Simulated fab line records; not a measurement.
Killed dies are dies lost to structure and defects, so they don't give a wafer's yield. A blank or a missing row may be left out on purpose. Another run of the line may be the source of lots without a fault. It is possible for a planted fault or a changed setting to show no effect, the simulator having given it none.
fab line records | flow n5_finfet | part 1 of 2: steps 1 to 22 of 30
[record] lots = 5 | wafers = 15 | last_day = 15
route steps=1938 shown MIM_TOP@1837 MIM_TOP_LITHO@1839 MIM_TOP_ETCH@1851 MIM_BOT_LITHO@1854 MIM_BOT_ETCH@1866
lots with no fault: from the same line, run without faults
start_h: hours from the record's first day to the start of the lot's first wafer shown | wait_h: time in hours since the lot's previous step | " the same as in the row above | L1.1+2: one row covering several wafers at once | - no value, or no start given | * or withheld: withheld | < > ~ a bound
route shown NAME@n: NAME is a module with steps in the file, n the number in the route of the first one | usual: the fault-free wafers' mean and standard deviation | same: alike in all rows | chamber/n: place in a boat | sites: per-site readings | _std_site: their standard deviation | _edge_site: mean of outer sites minus mean of inner sites | radius_mm: for every site, how far away it sits from the centre of the wafer | mask NAME#n: copy n | behind: the last tool/chamber to shape the wafer | hold: what put the lot on hold/how long, in hours/how the hold closed | device: transistor that didn't switch, given as n, p or np | end of line: tests run on the same wafers once the route is complete | for a step that has no rows: nothing shown but its recipe | killed: dies lost to structure and defects at the first sort, not the wafer's yield | map: dies across one wafer; x = killed, . = not, _ = none there
set.NAME: the setting as run; set.NAME@STEP: as run at that earlier step | model.NAME: the simulator's own value behind a step, which no gauge read
lots seen at some steps along the route; tables by step, rows by wafer
services: a tool's chamber out of use, with start hour (start_h, from the record's first day; less than 0 if before it), hours out, and reason
[[steps]]
[step N5_MIM_TOP_DEGAS_04]
[recipe] ambient = vacuum | temp_c = 300 | time_s = 60
[usual] heater_power_w = 462/24
lot.wafer | tool           | chamber | start_h | wait_h | heater_power_w
L076.1    | pvd_sputter-03 | -       | 266.00  | -      | 490
L076.4    | "              | -       | "       | "      | 449
L076.5    | "              | -       | "       | "      | 442
L078.2    | pvd_sputter-02 | -       | 274.57  | -      | 414
L078.3    | "              | -       | "       | "      | 497
L078.4    | "              | -       | "       | "      | 455
L080.1    | pvd_sputter-02 | -       | 287.39  | -      | 472
L080.3    | "              | -       | "       | "      | 471
L080.5    | "              | -       | "       | "      | 420
L087.4    | pvd_sputter-02 | -       | 335.40  | -      | 490
L087.5    | "              | -       | "       | "      | 502
L087.6    | "              | -       | "       | "      | 415
L088.2    | pvd_sputter-03 | -       | 342.29  | -      | 469
L088.3    | "              | -       | "       | "      | 434
L088.6    | "              | -       | "       | "      | 445
[step N5_MIM_TOP_SPUTTER_03]
[recipe] material = TiN | target_thk_a = 350 | temp_c = 200 | power_w = 3000 | chamber_pressure_pa = 0.49996 | gas = Ar | reactive_partial_pa = 0.37997 | time_s = 89.7
[usual] throttle_valve_pct = 29.8/0.74
lot.wafer | tool           | chamber | start_h | wait_h | throttle_valve_pct
L076.1    | pvd_sputter-03 | -       | 266.04  | 0.0    | 31.2
L076.4    | "              | -       | "       | "      | 30.3
L076.5    | "              | -       | "       | "      | 29.4
L078.2    | pvd_sputter-02 | -       | 274.61  | 0.0    | 30.1
L078.3    | "              | -       | "       | "      | 28.4
L078.4    | "              | -       | "       | "      | 29.5
L080.1    | pvd_sputter-02 | -       | 287.43  | 0.0    | 29.4
L080.3    | "              | -       | "       | "      | 30.6
L080.5    | "              | -       | "       | "      | 30.0
L087.4    | pvd_sputter-02 | -       | 335.44  | 0.0    | 28.8
L087.5    | "              | -       | "       | "      | 28.7
L087.6    | "              | -       | "       | "      | 29.8
L088.2    | pvd_sputter-03 | -       | 342.33  | 0.0    | 30.6
L088.3    | "              | -       | "       | "      | 29.5
L088.6    | "              | -       | "       | "      | 29.5
[step N5_MIM_TOP_LITHO_HMDS_01]
[recipe] time_s = 60 | temp_c = 120
[usual] chill_plate_temp_C = 23.00/0.11
lot.wafer | tool           | chamber | start_h | wait_h | chill_plate_temp_C
L076.1    | litho_track-01 | 0       | 266.15  | 0.1    | 23.01
L076.4    | "              | 0       | "       | "      | 23.16
L076.5    | "              | 0       | "       | "      | 23.02
L078.2    | litho_track-03 | 0       | 274.71  | 0.1    | 23.06
L078.3    | "              | 0       | "       | "      | 23.09
L078.4    | "              | 0       | "       | "      | 23.04
L080.1    | litho_track-03 | 0       | 287.54  | 0.1    | 23.16
L080.3    | "              | 0       | "       | "      | 23.17
L080.5    | "              | 0       | "       | "      | 23.18
L087.4    | litho_track-01 | 0       | 335.55  | 0.1    | 22.89
L087.5    | "              | 0       | "       | "      | 22.93
L087.6    | "              | 0       | "       | "      | 22.75
L088.2    | litho_track-04 | 0       | 342.44  | 0.1    | 23.14
L088.3    | "              | 0       | "       | "      | 23.17
L088.6    | "              | 0       | "       | "      | 23.09
[step N5_MIM_TOP_LITHO_COAT_02]
[recipe] spin_rpm = * | resist_thk_nm = *
[usual] chill_plate_temp_C = 23.01/0.11
lot.wafer | tool           | chamber | start_h | wait_h | chill_plate_temp_C
L076.1    | litho_track-01 | 0       | -       | -      | 23.13
L076.4    | "              | 0       | "       | "      | 23.03
L076.5    | "              | 0       | "       | "      | 22.68
L078.2    | litho_track-03 | 0       | -       | -      | 22.87
L078.3    | "              | 0       | "       | "      | 22.98
L078.4    | "              | 0       | "       | "      | 22.90
L080.1    | litho_track-03 | 0       | -       | -      | 23.04
L080.3    | "              | 0       | "       | "      | 22.80
L080.5    | "              | 0       | "       | "      | 22.83
L087.4    | litho_track-01 | 0       | -       | -      | 23.05
L087.5    | "              | 0       | "       | "      | 23.07
L087.6    | "              | 0       | "       | "      | 23.11
L088.2    | litho_track-04 | 0       | -       | -      | 22.92
L088.3    | "              | 0       | "       | "      | 22.93
L088.6    | "              | 0       | "       | "      | 22.79
[step N5_MIM_TOP_LITHO_EBR_04]
[recipe] solvent = PGMEA | ebr_width_mm = 1.5
[usual] chill_plate_temp_C = 23.00/0.12
lot.wafer | tool           | chamber | start_h | wait_h | chill_plate_temp_C
L076.1    | litho_track-01 | 0       | -       | -      | 22.96
L076.4    | "              | 0       | "       | "      | 22.90
L076.5    | "              | 0       | "       | "      | 23.09
L078.2    | litho_track-03 | 0       | -       | -      | 22.86
L078.3    | "              | 0       | "       | "      | 22.78
L078.4    | "              | 0       | "       | "      | 22.94
L080.1    | litho_track-03 | 0       | -       | -      | 22.83
L080.3    | "              | 0       | "       | "      | 22.88
L080.5    | "              | 0       | "       | "      | 22.94
L087.4    | litho_track-01 | 0       | -       | -      | 22.78
L087.5    | "              | 0       | "       | "      | 22.90
L087.6    | "              | 0       | "       | "      | 22.92
L088.2    | litho_track-04 | 0       | -       | -      | 23.07
L088.3    | "              | 0       | "       | "      | 23.06
L088.6    | "              | 0       | "       | "      | 23.04
[step N5_MIM_TOP_LITHO_SOFTBAKE_03]
[recipe] temp_c = 100 | time_s = 90
[usual] chill_plate_temp_C = 22.98/0.12
lot.wafer | tool           | chamber | start_h | wait_h | chill_plate_temp_C
L076.1    | litho_track-01 | 0       | -       | -      | 22.75
L076.4    | "              | 0       | "       | "      | 23.01
L076.5    | "              | 0       | "       | "      | 22.81
L078.2    | litho_track-03 | 0       | -       | -      | 22.91
L078.3    | "              | 0       | "       | "      | 22.80
L078.4    | "              | 0       | "       | "      | 23.05
L080.1    | litho_track-03 | 0       | -       | -      | 22.97
L080.3    | "              | 0       | "       | "      | 22.84
L080.5    | "              | 0       | "       | "      | 23.00
L087.4    | litho_track-01 | 0       | -       | -      | 23.02
L087.5    | "              | 0       | "       | "      | 23.33
L087.6    | "              | 0       | "       | "      | 23.10
L088.2    | litho_track-04 | 0       | -       | -      | 22.81
L088.3    | "              | 0       | "       | "      | 22.88
L088.6    | "              | 0       | "       | "      | 22.92
[step N5_MIM_TOP_LITHO_EXPOSE_05]
[recipe] mask_id = MIM_TOP | na = 0.55 | source_shape = conventional | sigma_outer = 0.8 | polarization = unpolarized | target_cd_nm = 2000 | dose_mj = 20.5
[usual] stage_vel_mm_s = 500.03/0.24
lot.wafer | tool           | chamber | start_h | wait_h | mask      | stage_vel_mm_s
L076.1    | krf_scanner-02 | 0       | 266.38  | -      | MIM_TOP#0 | 500.00
L076.4    | "              | 0       | "       | "      | MIM_TOP#0 | 500.02
L076.5    | "              | 0       | "       | "      | MIM_TOP#0 | 500.12
L078.2    | krf_scanner-01 | 0       | 274.83  | -      | MIM_TOP#0 | 500.05
L078.3    | "              | 0       | "       | "      | MIM_TOP#0 | 499.75
L078.4    | "              | 0       | "       | "      | MIM_TOP#0 | 500.07
L080.1    | krf_scanner-01 | 0       | 287.77  | -      | MIM_TOP#0 | 500.61
L080.3    | "              | 0       | "       | "      | MIM_TOP#0 | 500.00
L080.5    | "              | 0       | "       | "      | MIM_TOP#0 | 500.08
L087.4    | krf_scanner-01 | 0       | 335.68  | -      | MIM_TOP#0 | 500.09
L087.5    | "              | 0       | "       | "      | MIM_TOP#0 | 499.85
L087.6    | "              | 0       | "       | "      | MIM_TOP#0 | 500.05
L088.2    | krf_scanner-02 | 0       | 342.55  | -      | MIM_TOP#0 | 500.27
L088.3    | "              | 0       | "       | "      | MIM_TOP#0 | 500.18
L088.6    | "              | 0       | "       | "      | MIM_TOP#0 | 499.85
[step N5_MIM_TOP_LITHO_PEB_06]
[recipe] peb_temp_c = withheld | peb_time_s = *
[usual] chill_plate_temp_C = *
[same] peb_time_s = *
lot.wafer | tool           | chamber | start_h | wait_h | chill_plate_temp_C
L076.1    | litho_track-01 | 0       | 266.44  | 0.1    | *
L076.4    | "              | 0       | "       | "      | *
L076.5    | "              | 0       | "       | "      | *
L078.2    | litho_track-03 | 0       | 274.88  | 0.0    | *
L078.3    | "              | 0       | "       | "      | *
L078.4    | "              | 0       | "       | "      | *
L080.1    | litho_track-04 | 0       | 287.83  | 0.1    | *
L080.3    | "              | 0       | "       | "      | *
L080.5    | "              | 0       | "       | "      | *
L087.4    | litho_track-03 | 0       | 335.72  | 0.0    | *
L087.5    | "              | 0       | "       | "      | *
L087.6    | "              | 0       | "       | "      | *
L088.2    | litho_track-01 | 0       | 342.61  | 0.0    | *
L088.3    | "              | 0       | "       | "      | *
L088.6    | "              | 0       | "       | "      | *
[step N5_MIM_TOP_LITHO_DEVELOP_07]
[recipe] develop_time_s = 60 | rinse_liquid = diw | dry = air_spin | dev_temp_c = 21
[usual] chill_plate_temp_C = 23.00/0.12 | developer_temp_C = 20.99/0.1
lot.wafer | tool           | chamber | start_h | wait_h | chill_plate_temp_C | developer_temp_C
L076.1    | litho_track-01 | 0       | -       | -      | 23.10              | 20.94
L076.4    | "              | 0       | "       | "      | 23.01              | 21.00
L076.5    | "              | 0       | "       | "      | 22.94              | 20.94
L078.2    | litho_track-03 | 0       | -       | -      | 22.93              | 20.97
L078.3    | "              | 0       | "       | "      | 23.09              | 21.06
L078.4    | "              | 0       | "       | "      | 22.86              | 20.99
L080.1    | litho_track-04 | 0       | -       | -      | 23.14              | 20.92
L080.3    | "              | 0       | "       | "      | 22.97              | 21.07
L080.5    | "              | 0       | "       | "      | 23.01              | 21.08
L087.4    | litho_track-03 | 0       | -       | -      | 23.10              | 21.19
L087.5    | "              | 0       | "       | "      | 23.03              | 21.08
L087.6    | "              | 0       | "       | "      | 23.06              | 21.14
L088.2    | litho_track-01 | 0       | -       | -      | 22.88              | 20.97
L088.3    | "              | 0       | "       | "      | 22.89              | 21.00
L088.6    | "              | 0       | "       | "      | 22.92              | 20.99
[step N5_MIM_TOP_LITHO_HARDBAKE_09]
[recipe] temp_c = 130 | time_s = 120
[usual] chill_plate_temp_C = 23.01/0.098
lot.wafer | tool           | chamber | start_h | wait_h | chill_plate_temp_C
L076.1    | litho_track-01 | 0       | -       | -      | 22.97
L076.4    | "              | 0       | "       | "      | 23.16
L076.5    | "              | 0       | "       | "      | 23.01
L078.2    | litho_track-03 | 0       | -       | -      | 23.02
L078.3    | "              | 0       | "       | "      | 23.11
L078.4    | "              | 0       | "       | "      | 23.03
L080.1    | litho_track-04 | 0       | -       | -      | 23.00
L080.3    | "              | 0       | "       | "      | 23.04
L080.5    | "              | 0       | "       | "      | 22.96
L087.4    | litho_track-03 | 0       | -       | -      | 22.95
L087.5    | "              | 0       | "       | "      | 22.94
L087.6    | "              | 0       | "       | "      | 23.06
L088.2    | litho_track-01 | 0       | -       | -      | 22.96
L088.3    | "              | 0       | "       | "      | 23.02
L088.6    | "              | 0       | "       | "      | 22.99
[step N5_MIM_TOP_LITHO_CD_MEAS_08]
[recipe] target_cd_nm = 2000 | landing_energy_ev = 500 | detector = se_inlens
[usual] cd_nm = 1999.1/2.2
lot.wafer | tool      | chamber | start_h | wait_h | cd_nm
L076.1    | cd_sem-02 | 0       | 266.56  | -      | 2000.8
L076.4    | "         | 0       | "       | "      | 1998.9
L076.5    | "         | 0       | "       | "      | 1996.9
L078.2    | cd_sem-03 | 0       | 275.00  | -      | 1997.9
L078.3    | "         | 0       | "       | "      | 2002.1
L078.4    | "         | 0       | "       | "      | 1993.9
L080.1    | cd_sem-02 | 0       | 287.95  | -      | 2001.6
L080.3    | "         | 0       | "       | "      | 1997.6
L080.5    | "         | 0       | "       | "      | 2000.1
L087.4    | cd_sem-02 | 0       | 335.84  | -      | 2001.5
L087.5    | "         | 0       | "       | "      | 1998.4
L087.6    | "         | 0       | "       | "      | 1999.6
L088.2    | cd_sem-01 | 0       | 342.73  | -      | 1999.5
L088.3    | "         | 0       | "       | "      | 1999.3
L088.6    | "         | 0       | "       | "      | 2001.3
[step N5_MIM_TOP_LITHO_OVL_MEAS_11]
[recipe] points_per_wafer = 44
[usual] MIM_TOP_OVL = 0/5.3
lot.wafer | tool       | chamber | start_h | wait_h | MIM_TOP_OVL[nm]
L076.1    | overlay-01 | 0       | 266.59  | 0.0    | 0
L076.4    | "          | 0       | "       | "      | -1
L076.5    | "          | 0       | "       | "      | -6
L078.2    | overlay-02 | 0       | 275.03  | 0.0    | 7
L078.3    | "          | 0       | "       | "      | 10
L078.4    | "          | 0       | "       | "      | 9
L080.1    | overlay-02 | 0       | 287.98  | 0.0    | 10
L080.3    | "          | 0       | "       | "      | 5
L080.5    | "          | 0       | "       | "      | 17
L087.4    | overlay-02 | 0       | 335.87  | 0.0    | 3
L087.5    | "          | 0       | "       | "      | 5
L087.6    | "          | 0       | "       | "      | 3
L088.2    | overlay-01 | 0       | 342.76  | 0.0    | 3
L088.3    | "          | 0       | "       | "      | -9
L088.6    | "          | 0       | "       | "      | 1
[step N5_MIM_TOP_LITHO_INSPECT_12]
[recipe] mode = adi | inspect_instrument = macro
[usual] raw_defect_count = 2.1/1.3
lot.wafer | tool              | chamber | start_h | wait_h | raw_defect_count
L076.1    | defect_inspect-01 | -       | 266.61  | 0.0    | 5
L076.4    | "                 | -       | "       | "      | 5
L076.5    | "                 | -       | "       | "      | 3
L078.2    | defect_inspect-01 | -       | 275.05  | 0.0    | 1
L078.3    | "                 | -       | "       | "      | 3
L078.4    | "                 | -       | "       | "      | 2
L080.1    | defect_inspect-01 | -       | 288.00  | 0.0    | 2
L080.3    | "                 | -       | "       | "      | 1
L080.5    | "                 | -       | "       | "      | 2
L087.4    | defect_inspect-02 | -       | 335.89  | 0.0    | 1
L087.5    | "                 | -       | "       | "      | 4
L087.6    | "                 | -       | "       | "      | 1
L088.2    | defect_inspect-01 | -       | 342.78  | 0.0    | 1
L088.3    | "                 | -       | "       | "      | 4
L088.6    | "                 | -       | "       | "      | 4
[step N5_MIM_TOP_LITHO_DESCUM_10]
[recipe] chemistry = O2 | time_s = 7.9 | source_power_w = 50 | bias_power_w = 20 | pressure_mtorr = 20 | rf_frequency_hz = 2.712e+07 | temp_c = 40 | o2_flow_sccm = 225
[usual] drypump_motor_current_A = 5.61/0.29 | oes_product_au = 0.80/0.072 | rf_vpp_V = 242.8/1.3 | showerhead_plenum_p_Torr = 2.07/0.073 | throttle_valve_pct = 20.40/0.24
lot.wafer | tool        | chamber | start_h | wait_h | drypump_motor_current_A | oes_product_au | rf_hours_counter_h | rf_vpp_V | showerhead_plenum_p_Torr | throttle_valve_pct
L076.1    | rie_diel-02 | 1       | 266.76  | 0.1    | 5.20                    | 0.73           | 161                | 243.0    | 2.00                     | 20.95
L076.4    | "           | 0       | "       | "      | 5.69                    | 0.68           | 243                | 242.4    | 1.95                     | 20.52
L076.5    | "           | 1       | "       | "      | 5.21                    | 0.72           | -                  | 241.5    | 2.00                     | 20.93
L078.2    | rie_diel-02 | 1       | 275.52  | 0.5    | 5.21                    | 0.72           | 163                | 244.0    | 2.00                     | 20.97
L078.3    | "           | 2       | "       | "      | 5.65                    | 0.68           | 250                | 243.2    | 2.04                     | 20.62
L078.4    | "           | 0       | "       | "      | 5.67                    | 0.67           | 245                | 241.2    | 1.95                     | 20.50
L080.1    | rie_diel-02 | 0       | 288.04  | 0.0    | 5.70                    | 0.68           | 251                | 242.0    | 1.95                     | 20.53
L080.3    | "           | 3       | "       | "      | 5.76                    | 0.85           | 51                 | 243.7    | 2.04                     | 20.42
L080.5    | "           | 1       | "       | "      | 5.23                    | 0.72           | -                  | 242.3    | 2.00                     | 20.96
L087.4    | rie_diel-03 | 0       | 336.00  | 0.1    | 5.06                    | 0.87           | 34                 | 245.1    | 2.14                     | 20.02
L087.5    | "           | 2       | "       | "      | 5.71                    | 0.83           | -                  | 244.3    | 2.10                     | 20.27
L087.6    | "           | 1       | "       | "      | 5.22                    | 0.75           | -                  | 241.4    | 2.03                     | 20.58
L088.2    | rie_diel-03 | 0       | 343.11  | 0.3    | 5.08                    | 0.87           | 37                 | 243.6    | 2.14                     | 20.02
L088.3    | "           | 2       | "       | "      | 5.70                    | 0.83           | 100                | 243.7    | 2.10                     | 20.23
L088.6    | "           | 0       | "       | "      | 5.09                    | 0.87           | -                  | 244.4    | 2.14                     | 20.00
[step N5_MIM_TOP_ETCH_ETCH_00]
[recipe] chemistry = Cl2/BCl3 | target = TiN | target_depth_a = 385 | ion_energy_ev = 150 | pressure_mtorr = 10 | icp_w = 1000 | bias_w = 126 | Cl2_flow_sccm = 53.25 | bcl3_flow_sccm = 21.75 | Ar_flow_sccm = 25
[usual] drypump_motor_current_A = 5.7/0.4 | oes_product_au = 0.82/0.095 | throttle_valve_pct = 22.88/0.17
lot.wafer | tool         | chamber | start_h | wait_h | drypump_motor_current_A | oes_product_au | rf_hours_counter_h | throttle_valve_pct
L076.1    | rie_metal-01 | 0       | 266.85  | 0.1    | 5.6                     | 0.90           | 11                 | 22.89
L076.4    | "            | 1       | "       | "      | 5.9                     | 0.84           | -                  | 22.82
L076.5    | "            | 0       | "       | "      | 5.6                     | 0.90           | -                  | 22.88
L078.2    | rie_metal-01 | 1       | 275.61  | 0.1    | 5.9                     | 0.84           | 28                 | 22.84
L078.3    | "            | 0       | "       | "      | 5.6                     | 0.91           | -                  | 22.87
L078.4    | "            | 1       | "       | "      | 5.9                     | 0.84           | -                  | 22.83
L080.1    | rie_metal-02 | 1       | 288.12  | 0.1    | 4.7                     | 0.64           | 108                | 23.27
L080.3    | "            | 0       | "       | "      | 5.6                     | 0.87           | -                  | 22.82
L080.5    | "            | 1       | "       | "      | 4.7                     | 0.64           | -                  | 23.28
L087.4    | rie_metal-01 | 0       | 336.12  | 0.1    | 5.6                     | 0.90           | -                  | 22.89
L087.5    | "            | 1       | "       | "      | 5.8                     | 0.83           | -                  | 22.84
L087.6    | "            | 0       | "       | "      | 5.6                     | 0.89           | -                  | 22.90
L088.2    | rie_metal-03 | 1       | 343.20  | 0.1    | 6.0                     | 0.85           | 24                 | 22.65
L088.3    | "            | 0       | "       | "      | 6.0                     | 0.66           | -                  | 23.12
L088.6    | "            | 1       | "       | "      | 6.0                     | 0.85           | -                  | 22.65
[step N5_MIM_TOP_ETCH_STRIP_01]
[recipe] chemistry = O2 | power_w = 600 | temp_c = 60 | pressure_mtorr = 30 | rf_frequency_hz = 6e+07 | bias_power_w = 0 | overash_fraction = 0.5 | o2_flow_sccm = 225
[usual] drypump_motor_current_A = 5.7/0.33 | oes_product_au = 0.84/0.057 | rf_vpp_V = 3.6/1.4 | showerhead_plenum_p_Torr = 2.11/0.053 | throttle_valve_pct = 16.51/0.26
lot.wafer | tool        | chamber | start_h | wait_h | drypump_motor_current_A | oes_product_au | rf_hours_counter_h | rf_vpp_V | showerhead_plenum_p_Torr | throttle_valve_pct
L076.1    | rie_diel-04 | 2       | 267.03  | 0.1    | 6.0                     | 0.93           | 26                 | 8.0      | 2.14                     | 16.76
L076.4    | "           | 3       | "       | "      | 6.1                     | 0.80           | 138                | 4.9      | 2.12                     | 16.43
L076.5    | "           | 2       | "       | "      | 6.0                     | 0.92           | -                  | 4.4      | 2.14                     | 16.74
L078.2    | rie_diel-04 | 1       | 275.90  | 0.3    | 5.0                     | 0.73           | 198                | 3.0      | 2.15                     | 16.46
L078.3    | "           | 3       | "       | "      | 6.1                     | 0.80           | 142                | 2.4      | 2.12                     | 16.40
L078.4    | "           | 2       | "       | "      | 6.0                     | 0.90           | 30                 | 2.3      | 2.14                     | 16.75
L080.1    | rie_diel-05 | 1       | 288.35  | 0.2    | 5.6                     | 0.84           | 74                 | 3.0      | 2.13                     | 16.53
L080.3    | "           | 2       | "       | "      | 5.7                     | 0.85           | 53                 | 6.3      | 2.12                     | 16.39
L080.5    | "           | 1       | "       | "      | 5.6                     | 0.84           | -                  | 1.3      | 2.13                     | 16.53
L087.4    | rie_diel-04 | 2       | 336.23  | 0.1    | 6.0                     | 0.89           | 50                 | 3.9      | 2.13                     | 16.80
L087.5    | "           | 1       | "       | "      | 5.0                     | 0.72           | -                  | 4.4      | 2.14                     | 16.48
L087.6    | "           | 2       | "       | "      | 6.0                     | 0.87           | -                  | 2.5      | 2.14                     | 16.74
L088.2    | rie_diel-01 | 0       | 343.34  | 0.1    | 5.6                     | 0.86           | 32                 | 3.4      | 2.04                     | 16.44
L088.3    | "           | 2       | "       | "      | 5.8                     | 0.83           | 85                 | 4.1      | 2.06                     | 17.03
L088.6    | "           | 2       | "       | "      | 5.8                     | 0.82           | -                  | 5.8      | 2.07                     | 17.04
[step N5_MIM_TOP_ETCH_PECVD_03]
[recipe] material = SiNx | target_thk_a = 200 | temp_c = 400 | precursor = SiH4/NH3/N2 | pressure_torr = 1.5 | rf_w = 300 | time_s = 17.6
[usual] heater_power_w = 773/88 | showerhead_plenum_p_Torr = 5.19/0.067 | throttle_valve_pct = 40.6/2
lot.wafer | tool     | chamber | start_h | wait_h | heater_power_w | showerhead_plenum_p_Torr | throttle_valve_pct
L076.1    | pecvd-04 | 0       | 267.10  | -      | 904            | 5.19                     | 39.6
L076.4    | "        | 2       | "       | "      | 806            | 5.19                     | 37.7
L076.5    | "        | 0       | "       | "      | 886            | 5.20                     | 39.7
L078.2    | pecvd-04 | 0       | 275.96  | -      | 909            | 5.20                     | 39.7
L078.3    | "        | 2       | "       | "      | 744            | 5.20                     | 37.8
L078.4    | "        | 0       | "       | "      | 872            | 5.19                     | 39.8
L080.1    | pecvd-02 | 1       | 288.41  | -      | 843            | 5.10                     | 42.4
L080.3    | "        | 2       | "       | "      | 690            | 5.03                     | 37.4
L080.5    | "        | 2       | "       | "      | 677            | 5.03                     | 37.3
L087.4    | pecvd-01 | 1       | 336.33  | -      | 813            | 5.21                     | 39.8
L087.5    | "        | 0       | "       | "      | 913            | 5.30                     | 43.5
L087.6    | "        | 2       | "       | "      | 724            | 5.20                     | 42.4
L088.2    | pecvd-04 | 0       | 343.40  | -      | 889            | 5.19                     | 39.6
L088.3    | "        | 1       | "       | "      | 713            | 5.21                     | 41.8
L088.6    | "        | 2       | "       | "      | 834            | 5.19                     | 38.1
[step N5_MIM_BOT_LITHO_HMDS_01]
[recipe] time_s = 60 | temp_c = 120
[usual] chill_plate_temp_C = 23.03/0.11
lot.wafer | tool           | chamber | start_h | wait_h | chill_plate_temp_C
L076.1    | litho_track-02 | 0       | 267.17  | 0.0    | 23.13
L076.4    | "              | 0       | "       | "      | 22.98
L076.5    | "              | 0       | "       | "      | 22.99
L078.2    | litho_track-02 | 0       | 276.03  | 0.0    | 23.14
L078.3    | "              | 0       | "       | "      | 23.01
L078.4    | "              | 0       | "       | "      | 22.97
L080.1    | litho_track-03 | 0       | 288.49  | 0.0    | 23.16
L080.3    | "              | 0       | "       | "      | 23.15
L080.5    | "              | 0       | "       | "      | 23.15
L087.4    | litho_track-03 | 0       | 336.38  | 0.0    | 23.15
L087.5    | "              | 0       | "       | "      | 23.09
L087.6    | "              | 0       | "       | "      | 23.19
L088.2    | litho_track-02 | 0       | 343.47  | 0.0    | 23.16
L088.3    | "              | 0       | "       | "      | 23.16
L088.6    | "              | 0       | "       | "      | 23.12
[step N5_MIM_BOT_LITHO_COAT_02]
[recipe] spin_rpm = * | resist_thk_nm = *
[usual] chill_plate_temp_C = 23.02/0.1
lot.wafer | tool           | chamber | start_h | wait_h | chill_plate_temp_C
L076.1    | litho_track-02 | 0       | -       | -      | 22.86
L076.4    | "              | 0       | "       | "      | 23.05
L076.5    | "              | 0       | "       | "      | 22.92
L078.2    | litho_track-02 | 0       | -       | -      | 23.00
L078.3    | "              | 0       | "       | "      | 23.03
L078.4    | "              | 0       | "       | "      | 22.90
L080.1    | litho_track-03 | 0       | -       | -      | 23.04
L080.3    | "              | 0       | "       | "      | 23.05
L080.5    | "              | 0       | "       | "      | 23.08
L087.4    | litho_track-03 | 0       | -       | -      | 23.14
L087.5    | "              | 0       | "       | "      | 23.16
L087.6    | "              | 0       | "       | "      | 23.04
L088.2    | litho_track-02 | 0       | -       | -      | 23.09
L088.3    | "              | 0       | "       | "      | 23.10
L088.6    | "              | 0       | "       | "      | 22.96
[step N5_MIM_BOT_LITHO_EBR_04]
[recipe] solvent = PGMEA | ebr_width_mm = 1.5
[usual] chill_plate_temp_C = 22.98/0.1
lot.wafer | tool           | chamber | start_h | wait_h | chill_plate_temp_C
L076.1    | litho_track-02 | 0       | -       | -      | 22.98
L076.4    | "              | 0       | "       | "      | 23.05
L076.5    | "              | 0       | "       | "      | 23.07
L078.2    | litho_track-02 | 0       | -       | -      | 22.73
L078.3    | "              | 0       | "       | "      | 22.72
L078.4    | "              | 0       | "       | "      | 23.01
L080.1    | litho_track-03 | 0       | -       | -      | 23.05
L080.3    | "              | 0       | "       | "      | 22.91
L080.5    | "              | 0       | "       | "      | 23.05
L087.4    | litho_track-03 | 0       | -       | -      | 22.93
L087.5    | "              | 0       | "       | "      | 23.04
L087.6    | "              | 0       | "       | "      | 23.05
L088.2    | litho_track-02 | 0       | -       | -      | 23.15
L088.3    | "              | 0       | "       | "      | 22.98
L088.6    | "              | 0       | "       | "      | 22.88
[step N5_MIM_BOT_LITHO_SOFTBAKE_03]
[recipe] temp_c = 100 | time_s = 90
[usual] chill_plate_temp_C = 22.99/0.1
lot.wafer | tool           | chamber | start_h | wait_h | chill_plate_temp_C
L076.1    | litho_track-02 | 0       | -       | -      | 22.88
L076.4    | "              | 0       | "       | "      | 22.90
L076.5    | "              | 0       | "       | "      | 22.91
L078.2    | litho_track-02 | 0       | -       | -      | 23.12
L078.3    | "              | 0       | "       | "      | 23.03
L078.4    | "              | 0       | "       | "      | 22.92
L080.1    | litho_track-03 | 0       | -       | -      | 23.14
L080.3    | "              | 0       | "       | "      | 23.01
L080.5    | "              | 0       | "       | "      | 22.96
L087.4    | litho_track-03 | 0       | -       | -      | 22.96
L087.5    | "              | 0       | "       | "      | 23.04
L087.6    | "              | 0       | "       | "      | 22.91
L088.2    | litho_track-02 | 0       | -       | -      | 22.83
L088.3    | "              | 0       | "       | "      | 22.93
L088.6    | "              | 0       | "       | "      | 22.95
[step N5_MIM_BOT_LITHO_EXPOSE_05]
[recipe] mask_id = MIM_BOT | na = 0.55 | source_shape = conventional | sigma_outer = 0.8 | polarization = unpolarized | dose_mj = 24.25
[usual] stage_vel_mm_s = 499.98/0.26
lot.wafer | tool           | chamber | start_h | wait_h | mask      | stage_vel_mm_s
L076.1    | krf_scanner-02 | 0       | 267.28  | -      | MIM_BOT#0 | 500.35
L076.4    | "              | 0       | "       | "      | MIM_BOT#0 | 500.10
L076.5    | "              | 0       | "       | "      | MIM_BOT#0 | 500.22
L078.2    | krf_scanner-02 | 0       | 276.15  | -      | MIM_BOT#0 | 500.05
L078.3    | "              | 0       | "       | "      | MIM_BOT#0 | 500.23
L078.4    | "              | 0       | "       | "      | MIM_BOT#0 | 499.74
L080.1    | krf_scanner-01 | 0       | 288.59  | -      | MIM_BOT#0 | 500.40
L080.3    | "              | 0       | "       | "      | MIM_BOT#0 | 499.61
L080.5    | "              | 0       | "       | "      | MIM_BOT#0 | 499.87
L087.4    | krf_scanner-02 | 0       | 336.63  | -      | MIM_BOT#0 | 499.70
L087.5    | "              | 0       | "       | "      | MIM_BOT#0 | 500.10
L087.6    | "              | 0       | "       | "      | MIM_BOT#0 | 500.24
L088.2    | krf_scanner-02 | 0       | 343.71  | -      | MIM_BOT#0 | 500.38
L088.3    | "              | 0       | "       | "      | MIM_BOT#0 | 500.21
L088.6    | "              | 0       | "       | "      | MIM_BOT#0 | 500.39
